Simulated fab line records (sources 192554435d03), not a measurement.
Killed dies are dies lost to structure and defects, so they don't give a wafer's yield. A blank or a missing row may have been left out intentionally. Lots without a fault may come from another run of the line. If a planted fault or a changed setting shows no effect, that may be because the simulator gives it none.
Comparing a struck lot with a sound one	flow n5Finfet	17 out of 1938 route steps
Sound: wafers L725.3, L725.4, L725.5. Struck: wafer L727.2 (left out: L727.3, a lot-mate that was not struck); the cause follows at the end.
Each step with rows lists, per side, the tool, then ch with its chambers, then its first start. Under that, the readings that differ: sound wafers	struck wafers	difference of the means	sigmas: that difference in standard deviations of wafers without a fault.
alike: same words and numbers on both sides, and readings whose means sit less than 2 such deviations apart. not compared: any withheld reading, any reading some wafer has no value for, any bound like >300 that may hide the same value, and any number with overlapping values for which the record gives no deviation.
The two part at a step that has a row with sigmas, a row that says differs or no value, or rows on one side only. Non-overlapping numbers with no deviation appear without sigmas and do not part them. A reading that every wafer of one side lacks parts them only if that side has two wafers or more.

first, 8 steps without rows for these wafers: N5_MIM_BOT_LITHO_HMDS_01 (time 60 s); N5_MIM_BOT_LITHO_COAT_02; N5_MIM_BOT_LITHO_EBR_04; N5_MIM_BOT_LITHO_SOFTBAKE_03 (time 90 s); N5_MIM_BOT_LITHO_EXPOSE_05 (exposes mask MIM BOT); N5_MIM_BOT_LITHO_PEB_06; N5_MIM_BOT_LITHO_DEVELOP_07 (develop time 60 s); N5_MIM_BOT_LITHO_HARDBAKE_09 (time 120 s).
N5_MIM_BOT_LITHO_CD_MEAS_08 targets a cd of 3000 nm.
  sound on cdSem-03 ch 0, day 16 11:39; struck on cdSem-02 ch 0, day 16 06:46
  alike: cdNm
N5_MIM_BOT_LITHO_OVL_MEAS_11:
  sound on overlay-01 ch 0, day 16 11:41; struck on overlay-02 ch 0, day 16 06:47
reading	sound	struck	difference	sigmas
MIM_BOT_OVL (nm)	2 3 2	12	+10	+2
N5_MIM_BOT_LITHO_INSPECT_12: inspects for defects (macro).
  struck on defectInspect-02, day 16 06:49; sound on defectInspect-02, day 16 11:42
  alike: rawDefectCount
N5_MIM_BOT_LITHO_DESCUM_10: chemistry O2, time 7.9 s.
  sound on rieDiel-02 ch 0,1,3, day 16 11:47; struck on rieDiel-06 ch 0, day 16 06:51
reading	sound	struck	difference	sigmas
oesProductAu (a.u.)	0.70 0.88 0.78	0.96	+0.17	+2
  alike: chamberPressureMTorr, drypumpMotorCurrentA, rfVppV, showerheadPlenumPTorr, throttleValvePct
  not compared: rfHoursCounterH
N5_MIM_BOT_ETCH_ETCH_04: etches SiNx in CF4/O2, target depth 26 nm, time 13 s.
  sound on rieDiel-02 ch 0,1,3, day 16 11:51; struck on rieDiel-06 ch 0, day 16 06:55
reading	sound	struck	difference	sigmas
cf4FlowSccm (sccm)	100.07 100.23 100.24	99.30	-0.88	-3
model.etch.depthNm (nm)	26.47 26.58 26.23	34.15	+7.72	
model.MIM_BOT_ETCH.cdOffsetNm (nm)	0 0 0	-0.6	-0.6	
  alike: chamberPressureMTorr, drypumpMotorCurrentA, oesProductAu, rfVppV, showerheadPlenumPTorr, throttleValvePct
  not compared: rfHoursCounterH, model.coat_of_MIM_BOT_LITHO_COAT_02.thkNm
N5_MIM_BOT_ETCH_ETCH_03: etches the open film in Cl2/BCl3, target depth 12 nm.
  sound on rieMetal-03 ch 0,1, day 16 11:58; struck on rieMetal-01 ch 0, day 16 07:00
reading	sound	struck	difference	sigmas
rfHoursCounterH (h)	- - -	59	no value on the sound wafers	
  alike: chamberPressureMTorr, drypumpMotorCurrentA, oesProductAu, throttleValvePct
N5_MIM_BOT_ETCH_ETCH_00: etches TiN in Cl2/BCl3, target depth 45.5 nm.
  sound on rieMetal-03 ch 0,1, day 16 12:04; struck on rieMetal-01 ch 0, day 16 07:05
reading	sound	struck	difference	sigmas
rfHoursCounterH (h)	- - -	59	no value on the sound wafers	
  alike: chamberPressureMTorr, drypumpMotorCurrentA, oesProductAu, throttleValvePct
  not compared: model.coat_of_MIM_BOT_LITHO_COAT_02.thkNm
N5_MIM_BOT_ETCH_STRIP_01: strips in O2.
  sound on rieDiel-02 ch 0,1, day 16 12:10; struck on rieDiel-05 ch 0, day 16 07:14
reading	sound	struck	difference	sigmas
drypumpMotorCurrentA (A)	6.6 6.6 6.3	5.5	-1.0	-2
  alike: chamberPressureMTorr, oesProductAu, rfVppV, showerheadPlenumPTorr, throttleValvePct
  not compared: rfHoursCounterH
N5_PASSIVATION_PROBE_49:
  rows exist in the record for the struck wafers here (prober-01, day 16 16:52), but not for the sound ones

WHERE THEY PART
Earliest at N5_MIM_BOT_LITHO_OVL_MEAS_11; latest, in this record, at N5_PASSIVATION_PROBE_49.

WHY: whatever the simulator had introduced
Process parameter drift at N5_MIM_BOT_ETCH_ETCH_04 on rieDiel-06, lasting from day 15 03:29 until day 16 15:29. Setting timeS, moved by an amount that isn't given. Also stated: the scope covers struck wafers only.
